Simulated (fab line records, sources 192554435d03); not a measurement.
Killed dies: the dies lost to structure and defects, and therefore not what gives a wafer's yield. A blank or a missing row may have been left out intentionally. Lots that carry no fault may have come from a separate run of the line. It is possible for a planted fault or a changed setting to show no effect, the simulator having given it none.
fab line records ; flow n5Finfet
record lots=4; wafers=12; lastDay=17
route steps=1938 shown BEOL_M0_SAQP@647 BEOL_M4@1111 PASSIVATION@1936
lots that met no fault: from a run of the same line without faults
startH: the number of hours between the record's first day and the start of the first shown wafer of the lot ; waitH: hours since the lot's step before ; " unchanged from the row above ; L1.1+2: a single row standing in for several wafers ; - no value, or no start given ; * or withheld: withheld ; < > ~ a bound
route shown NAME@n: names a module that has steps shown in the file, with the first one's number in the route ; usual: mean/standard deviation taken from wafers without a fault ; same: alike in all rows ; chamber/n: place in a boat ; sites: readings site by site ; _std_site: how widely they spread, as a standard deviation ; _edge_site: the outer-site mean with the inner-site mean subtracted ; radiusMm: how far each site lies from the wafer's centre ; mask NAME#n: copy n ; behind: the tool/chamber that last shaped the wafer ; hold: what put the lot on hold/how long, in hours/how the hold closed ; device: whichever transistor did not switch (one of n, p or np) ; end of line: the same wafers' tests at the end of the route ; a step given without rows: its recipe and nothing more ; killed: the dies lost at the first sort to structure and to defects; this is not the yield of the wafer ; map: shows each die of a wafer: x if killed, . if not, _ if none is there
set.NAME: the setting as run; set.NAME@STEP: as run at that earlier step ; model.NAME: the simulator's own value behind a step, which no gauge read
lots at some steps of the route; a table a step, a row a wafer
services: from which hour (startH, from the record's first day; less than 0 if before it) a tool's chamber was out of use, for how many hours, and why
## steps
# step N5_BEOL_M0_SAQP_PEB_12
# recipe pebTempC=withheld; pebTimeS=60; resist=CAR-ArF
# step N5_BEOL_M0_SAQP_DEVELOP_13
# recipe developTimeS=30; developer=TMAH; resist=CAR-ArF; devTempC=23; rinseLiquid=diw; dry=airSpin
# step N5_BEOL_M0_SAQP_DESCUM_19
# recipe chemistry=O2; timeS=7.9; sourcePowerW=50; biasPowerW=20; pressureMtorr=20; rfFrequencyHz=2.712e+07; tempC=40; resist=CAR-ArF; o2FlowSccm=225
# step N5_BEOL_M0_SAQP_ETCH_83
# recipe chemistry=CF4; target=SiARC; targetDepthA=390; maskMaterial=CAR-ArF; timeS=65; ionEnergyEv=80; pressureMtorr=40; sourceW=545; biasW=36; Ar_flow_sccm=100; cf4FlowSccm=100; ends=cleared
# step N5_BEOL_M0_SAQP_ETCH_84
# recipe chemistry=N2/H2; target=SOC; targetDepthA=1000; overetchA=200; maskMaterial=SiARC; tempC=40; timeS=150; ionEnergyEv=200; pressureMtorr=30; sourceW=840; biasW=150; n2FlowSccm=200; h2FlowSccm=200
# step N5_BEOL_M0_SAQP_STRIP_80
# recipe chemistry=N2/H2; tempC=40; n2FlowSccm=200; h2FlowSccm=200; rfFrequencyHz=6e+07
# step N5_BEOL_M0_SAQP_HM_OPEN_112
# recipe chemistry=CHF3/O2; target=SiO2; stopOn=a-Si; targetDepthA=120; overEtchFrac=1.25; maskMaterial=SOC; timeS=13.5; pressureMtorr=30; sourceW=650; biasW=170; Ar_flow_sccm=200; CHF3_flow_sccm=50; O2_flow_sccm=5; ionEnergyEv=200; ends=endPoint
# step N5_BEOL_M0_SAQP_STRIP_113
# recipe chemistry=CHF3/O2; resist=SiARC; rfFrequencyHz=6e+07
# step N5_BEOL_M0_SAQP_MANDREL_ETCH_20
# recipe targetDepthA=600; chemistry=HBr/Cl2; target=a-Si; stopOn=SiNx; btTimeS=10; maskMaterial=SOC; overEtchFrac=0.5; timeS=30; pressureMtorr=10; icpW=800; biasW=75; HBr_flow_sccm=150; Cl2_flow_sccm=80; ends=endPoint
# step N5_BEOL_M0_SAQP_STRIP_86
# recipe chemistry=N2/H2; powerW=500; tempC=40; pressureMtorr=50; rfFrequencyHz=6e+07; overashFraction=0.3; biasPowerW=28; h2Frac=0.5; n2FlowSccm=300; h2FlowSccm=300
# usual biasPowerW=28.00/0.082; chamberPressureMTorr=50.01/0.067; drypumpMotorCurrentA=5.8/0.53; oesProductAu=0.75/0.056; rfVppV=121.8/1.5; showerheadPlenumPTorr=3.33/0.1; throttleValvePct=18.9/0.3
lot.wafer;tool;chamber;startH;waitH;biasPowerW;chamberPressureMTorr;drypumpMotorCurrentA;oesProductAu;rfHoursCounterH;rfVppV;showerheadPlenumPTorr;throttleValvePct;model.SOC_of_BEOL_M0_SAQP_COAT_81.thkNm
L595.1;rieDiel-04;1;183.47;0.1;27.91;50.06;5.3;0.83;89;120.9;3.26;19.0;0
L595.2;rieDiel-04;2;183.47;0.1;27.97;50.18;5.2;0.75;148;122.1;3.35;18.9;0
L595.4;rieDiel-04;0;183.47;0.1;28.12;50.05;5.9;0.75;131;121.4;3.13;18.8;0
L594.1;rieDiel-03;3;186.58;0.1;-;-;-;-;-;-;-;-;77
L594.2;rieDiel-03;0;186.58;0.1;-;-;-;-;-;-;-;-;75.6
L594.6;rieDiel-03;3;186.58;0.1;-;-;-;-;-;-;-;-;76.8
L596.1;rieDiel-04;1;191.87;0.1;-;-;-;-;-;-;-;-;76
L596.3;rieDiel-04;0;191.87;0.1;-;-;-;-;-;-;-;-;75.8
L596.6;rieDiel-04;3;191.87;0.1;-;-;-;-;-;-;-;-;75
L605.1;rieDiel-03;1;242.84;0.1;27.99;50.03;6.3;0.68;242;118.9;3.45;18.6;0
L605.4;rieDiel-03;2;242.84;0.1;28.05;49.87;5.7;0.72;-;120.5;3.30;19.2;0
L605.6;rieDiel-03;1;242.84;0.1;27.87;49.94;6.3;0.68;-;122.4;3.44;18.6;0
# step N5_BEOL_M0_SAQP_STRIP_115
# recipe chemistry=postEtchResidueRemover; timeS=60; tempC=25; removerPh=withheld; removerWaterWtPct=withheld; removerFluorideWtPct=withheld
# step N5_BEOL_M4_RC_MEAS_101
# usual DIBL_N=36.5/2; DIBL_P=36.5/2.3; IOFF_N=0.16/0.036; IOFF_P=0.21/0.037; ION_N=672/12; ION_P=459/7.1; SS_N=71.6/0.73; SS_P=73.4/0.76; VT_N=250/3.3; VT_P=-250.5/2.9
lot.wafer;tool;chamber;startH;waitH;DIBL_N[mV/V];DIBL_P[mV/V];IOFF_N[nA/um];IOFF_P[nA/um];ION_N[uA/um];ION_P[uA/um];SS_N[mV/dec];SS_P[mV/dec];VT_N[mV];VT_P[mV]
L595.1;prober-01;0;257.15;0.0;37.4;36.3;0.18;0.24;684;461;72.3;74.2;246;-249.3
L595.2;prober-01;0;257.15;0.0;38.4;36.6;0.20;0.25;697;465;72.4;73.6;245;-247.6
L595.4;prober-01;0;257.15;0.0;38.3;37.6;0.20;0.28;693;470;72.4;74.3;246;-246.7
L605.1;prober-01;0;309.25;0.0;37.3;40.0;0.21;0.28;689;471;71.6;74.9;245;-244.4
L605.4;prober-01;0;309.25;0.0;38.8;39.3;0.26;0.27;668;460;73.0;74.5;246;-246.3
L605.6;prober-01;0;309.25;0.0;36.9;38.2;0.20;0.26;683;466;71.9;73.5;247;-247.0
# step N5_PASSIVATION_PROBE_49
# usual defectLimitedYield=91.4/1.4; killed_at_M0_to_M3=33/11; killed_at_M4_up=13/5.3; killedAtContacts=13/6.1; killedAtFrontEnd=40/11; killedAtOther=2.9/2.7; killedDies=102/17; killedOnRim=14/4.2; killedOpen=68/13; killedShort=32/7.5; sort_bin_5_function=5.1/0.98; sort_bin_6_memory=3.2/0.69; sortNPass=1077/21; sortYieldPct=91.3/1.7
# same grossDies=1180; killedAtBackSide=0; sort_bin_4_leakage[%]=0; sort_bin_8_speed[%]=0
lot.wafer;tool;chamber;startH;waitH;defectLimitedYield[%];killed_at_M0_to_M3;killed_at_M4_up;killedAtContacts;killedAtFrontEnd;killedAtOther;killedDies;killedOnRim;killedOpen;killedShort;sort_bin_5_function[%];sort_bin_6_memory[%];sortNPass;sortYieldPct[%]
L595.1;prober-02;-;372.33;0.0;91.3;30;15;19;36;3;103;15;69;34;5.0;3.5;1077;91.3
L595.2;prober-02;-;372.38;0.1;91.4;34;15;5;45;2;101;9;69;29;4.8;3.5;1079;91.4
L595.4;prober-02;-;372.48;0.2;90.8;42;14;4;40;9;109;19;77;30;5.9;2.9;1071;90.8
L596.1;prober-01;-;373.92;0.0;0;1113;12;12;43;0;1180;152;64;21;96.5;3.1;0;0
L596.3;prober-01;-;374.02;0.1;0;1108;19;13;34;6;1180;152;81;23;96.4;3.4;0;0
L596.6;prober-01;-;374.17;0.3;0;1102;22;9;45;2;1180;152;68;34;96.0;3.6;0;0
L594.1;prober-02;-;390.28;0.0;0;1117;8;21;30;4;1180;152;66;28;96.5;3.1;0;0
L594.2;prober-02;-;390.33;0.1;0;1129;3;10;35;3;1180;152;57;25;96.4;3.2;0;0
L594.6;prober-02;-;390.53;0.3;0;1117;4;17;40;2;1180;152;70;48;95.2;4.6;0;0
# killed by level:class
L595.1 MOL_CONTACT_COAG:geometricParticle:open=15 BEOL_M3:geometricParticle:open=11 STI_FIN_REVEAL:geometricParticle:open=10 FIN_SAQP:geometricParticle:short=7 BEOL_M1:geometricParticle:open=7 FIN_SAQP:geometricParticle:open=5 MOL_CONTACT_COAG:geometricParticle:short=4 BEOL_M0_SAQP:geometricParticle:short=4
L595.2 FIN_SAQP:geometricParticle:open=14 BEOL_M3:geometricParticle:open=8 FIN_SAQP:geometricParticle:short=7 STI_FIN_REVEAL:geometricParticle:open=7 BEOL_M0_SAQP:geometricParticle:short=7 BEOL_M0_SAQP:geometricParticle:open=6 BEOL_M1:geometricParticle:open=6 MOL_CONTACT_COAG:geometricParticle:open=4
L595.4 BEOL_M3:geometricParticle:open=15 STI_FIN_REVEAL:geometricParticle:open=10 FIN_SAQP:geometricParticle:open=8 BEOL_M2:geometricParticle:open=8 BEOL_M0_SAQP:geometricParticle:short=7 BEOL_M0_SAQP:geometricParticle:open=6 BEOL_M4:geometricParticle:open=5 STARTING-WAFER:geometricParticle:open=5
L596.1 BEOL_M0_SAQP:areaAld=862 BEOL_M0_SAQP:areaRemove=232 MOL_CONTACT_COAG:geometricParticle:open=11 FIN_SAQP:geometricParticle:open=10 ILD0:geometricParticle:open=10 BEOL_M3:geometricParticle:open=7 STI_FIN_REVEAL:geometricParticle:open=6 FIN_SAQP:geometricParticle:short=5
L596.3 BEOL_M0_SAQP:areaAld=861 BEOL_M0_SAQP:areaRemove=212 FIN_SAQP:geometricParticle:open=15 BEOL_M3:geometricParticle:open=12 MOL_CONTACT_COAG:geometricParticle:open=12 BEOL_M4:geometricParticle:open=8 BEOL_M2:geometricParticle:open=6 FIN_SAQP:geometricParticle:short=4
L596.6 BEOL_M0_SAQP:areaAld=865 BEOL_M0_SAQP:areaRemove=213 FIN_SAQP:geometricParticle:open=17 FIN_SAQP:geometricParticle:short=8 MOL_CONTACT_COAG:geometricParticle:open=8 BEOL_M4:geometricParticle:open=7 BEOL_M2:geometricParticle:open=6 BEOL_M0_SAQP:geometricParticle:open=5
L594.1 BEOL_M0_SAQP:areaAld=873 BEOL_M0_SAQP:areaRemove=210 MOL_CONTACT_COAG:geometricParticle:open=17 BEOL_M0_SAQP:geometricParticle:open=15 FIN_SAQP:geometricParticle:open=7 BEOL_M0_SAQP:geometricParticle:short=7 FIN_SAQP:geometricParticle:short=6 BEOL_M2:geometricParticle:open=5
L594.2 BEOL_M0_SAQP:areaAld=867 BEOL_M0_SAQP:areaRemove=229 BEOL_M0_SAQP:geometricParticle:open=13 FIN_SAQP:geometricParticle:open=9 MOL_CONTACT_COAG:geometricParticle:open=8 BEOL_M0_SAQP:geometricParticle:short=7 FIN_SAQP:geometricParticle:short=5 GATE_CUT:geometricParticle:open=5
L594.6 BEOL_M0_SAQP:areaAld=850 BEOL_M0_SAQP:areaRemove=208 BEOL_M0_SAQP:geometricParticle:open=17 BEOL_M0_SAQP:geometricParticle:short=14 MOL_CONTACT_COAG:geometricParticle:open=9 GATE_CUT:geometricParticle:short=8 FIN_SAQP:geometricParticle:open=7 MOL_CONTACT_COAG:geometricParticle:short=7
# map L594.1 (x killed, . not)
_________________xxxxxxxxxxxx________________
______________xxxxxxxxxxxxxxxxxx_____________
___________xxxxxxxxxxxxxxxxxxxxxxxx__________
__________xxxxxxxxxxxxxxxxxxxxxxxxxx_________
________xxxxxxxxxxxxxxxxxxxxxxxxxxxxxx_______
_______xxxxxxxxxxxxxxxxxxxxxxxxxxxxxxxx______
______xxxxxxxxxxxxxxxxxxxxxxxxxxxxxxxxxx_____
_____xxxxxxxxxxxxxxxxxxxxxxxxxxxxxxxxxxxx____
____xxxxxxxxxxxxxxxxxxxxxxxxxxxxxxxxxxxxxx___
___xxxxxxxxxxxxxxxxxxxxxxxxxxxxxxxxxxxxxxxx__
___xxxxxxxxxxxxxxxxxxxxxxxxxxxxxxxxxxxxxxxx__
__xxxxxxxxxxxxxxxxxxxxxxxxxxxxxxxxxxxxxxxxxx_
__xxxxxxxxxxxxxxxxxxxxxxxxxxxxxxxxxxxxxxxxxx_
_xxxxxxxxxxxxxxxxxxxxxxxxxxxxxxxxxxxxxxxxxxxx
_xxxxxxxxxxxxxxxxxxxxxxxxxxxxxxxxxxxxxxxxxxxx
_xxxxxxxxxxxxxxxxxxxxxxxxxxxxxxxxxxxxxxxxxxxx
_xxxxxxxxxxxxxxxxxxxxxxxxxxxxxxxxxxxxxxxxxxxx
_xxxxxxxxxxxxxxxxxxxxxxxxxxxxxxxxxxxxxxxxxxxx
_xxxxxxxxxxxxxxxxxxxxxxxxxxxxxxxxxxxxxxxxxxxx
_xxxxxxxxxxxxxxxxxxxxxxxxxxxxxxxxxxxxxxxxxxxx
_xxxxxxxxxxxxxxxxxxxxxxxxxxxxxxxxxxxxxxxxxxxx
__xxxxxxxxxxxxxxxxxxxxxxxxxxxxxxxxxxxxxxxxxx_
__xxxxxxxxxxxxxxxxxxxxxxxxxxxxxxxxxxxxxxxxxx_
___xxxxxxxxxxxxxxxxxxxxxxxxxxxxxxxxxxxxxxxx__
___xxxxxxxxxxxxxxxxxxxxxxxxxxxxxxxxxxxxxxxx__
____xxxxxxxxxxxxxxxxxxxxxxxxxxxxxxxxxxxxxx___
_____xxxxxxxxxxxxxxxxxxxxxxxxxxxxxxxxxxxx____
______xxxxxxxxxxxxxxxxxxxxxxxxxxxxxxxxxx_____
_______xxxxxxxxxxxxxxxxxxxxxxxxxxxxxxxx______
________xxxxxxxxxxxxxxxxxxxxxxxxxxxxxx_______
__________xxxxxxxxxxxxxxxxxxxxxxxxxx_________
___________xxxxxxxxxxxxxxxxxxxxxxxx__________
______________xxxxxxxxxxxxxxxxxx_____________
_________________xxxxxxxxxxxx________________
# map L596.1 (x killed, . not)
_________________xxxxxxxxxxxx________________
______________xxxxxxxxxxxxxxxxxx_____________
___________xxxxxxxxxxxxxxxxxxxxxxxx__________
__________xxxxxxxxxxxxxxxxxxxxxxxxxx_________
________xxxxxxxxxxxxxxxxxxxxxxxxxxxxxx_______
_______xxxxxxxxxxxxxxxxxxxxxxxxxxxxxxxx______
______xxxxxxxxxxxxxxxxxxxxxxxxxxxxxxxxxx_____
_____xxxxxxxxxxxxxxxxxxxxxxxxxxxxxxxxxxxx____
____xxxxxxxxxxxxxxxxxxxxxxxxxxxxxxxxxxxxxx___
___xxxxxxxxxxxxxxxxxxxxxxxxxxxxxxxxxxxxxxxx__
___xxxxxxxxxxxxxxxxxxxxxxxxxxxxxxxxxxxxxxxx__
__xxxxxxxxxxxxxxxxxxxxxxxxxxxxxxxxxxxxxxxxxx_
__xxxxxxxxxxxxxxxxxxxxxxxxxxxxxxxxxxxxxxxxxx_
_xxxxxxxxxxxxxxxxxxxxxxxxxxxxxxxxxxxxxxxxxxxx
_xxxxxxxxxxxxxxxxxxxxxxxxxxxxxxxxxxxxxxxxxxxx
_xxxxxxxxxxxxxxxxxxxxxxxxxxxxxxxxxxxxxxxxxxxx
_xxxxxxxxxxxxxxxxxxxxxxxxxxxxxxxxxxxxxxxxxxxx
_xxxxxxxxxxxxxxxxxxxxxxxxxxxxxxxxxxxxxxxxxxxx
_xxxxxxxxxxxxxxxxxxxxxxxxxxxxxxxxxxxxxxxxxxxx
_xxxxxxxxxxxxxxxxxxxxxxxxxxxxxxxxxxxxxxxxxxxx
_xxxxxxxxxxxxxxxxxxxxxxxxxxxxxxxxxxxxxxxxxxxx
__xxxxxxxxxxxxxxxxxxxxxxxxxxxxxxxxxxxxxxxxxx_
__xxxxxxxxxxxxxxxxxxxxxxxxxxxxxxxxxxxxxxxxxx_
___xxxxxxxxxxxxxxxxxxxxxxxxxxxxxxxxxxxxxxxx__
___xxxxxxxxxxxxxxxxxxxxxxxxxxxxxxxxxxxxxxxx__
____xxxxxxxxxxxxxxxxxxxxxxxxxxxxxxxxxxxxxx___
_____xxxxxxxxxxxxxxxxxxxxxxxxxxxxxxxxxxxx____
______xxxxxxxxxxxxxxxxxxxxxxxxxxxxxxxxxx_____
_______xxxxxxxxxxxxxxxxxxxxxxxxxxxxxxxx______
________xxxxxxxxxxxxxxxxxxxxxxxxxxxxxx_______
__________xxxxxxxxxxxxxxxxxxxxxxxxxx_________
___________xxxxxxxxxxxxxxxxxxxxxxxx__________
______________xxxxxxxxxxxxxxxxxx_____________
_________________xxxxxxxxxxxx________________
## services
tool;chamber;startH;hours;kind
rieDiel-04;1;209.51;16.5;repair
rieDiel-03;0;241.10;-;clean
rieDiel-03;0;241.10;-;consumableReplace:focusRing
rieDiel-03;0;241.10;13.3;scheduledDown
rieDiel-03;0;241.10;13.3;ventCycle
## key
firstSign step=N5_BEOL_M0_SAQP_STRIP_86; reading=toolRecord; direction=missing
effect step=N5_PASSIVATION_PROBE_49; reading=killed_at_M0_to_M3; direction=up; sigmas=99+; usual=33; struck=1114
modelEffect step=N5_BEOL_M0_SAQP_STRIP_86; value=SOC_of_BEOL_M0_SAQP_COAT_81.thkNm; without=0; struck=76.03
moreKillsBornAt N5_BEOL_M0_SAQP_SPACER1_ALD_98@aldSin-02=2590; N5_BEOL_M0_SAQP_SPACER1_ALD_98@aldSin-04=2588; N5_BEOL_M0_SAQP_MANDREL1_REMOVE_100@rieSi-04=1304
metAt N5_BEOL_M0_SAQP_STRIP_86
struckWafers L594.1,L594.2,L594.6,L596.1,L596.3,L596.6
laterRowsLeftOut L594.1,L594.2,L594.6,L596.1,L596.3,L596.6
onsetBetween 183.47 186.58
fault kind=skippedStepWhole; tool=rieDiel-03,rieDiel-04; chamber=-; onsetH=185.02; steps=N5_BEOL_M0_SAQP_STRIP_86; scope=struckLotsOnly
# laterRowsLeftOut: the simulator's readings of these wafers behind a module that went badly wrong aren't trusted and aren't shown, but for the sort
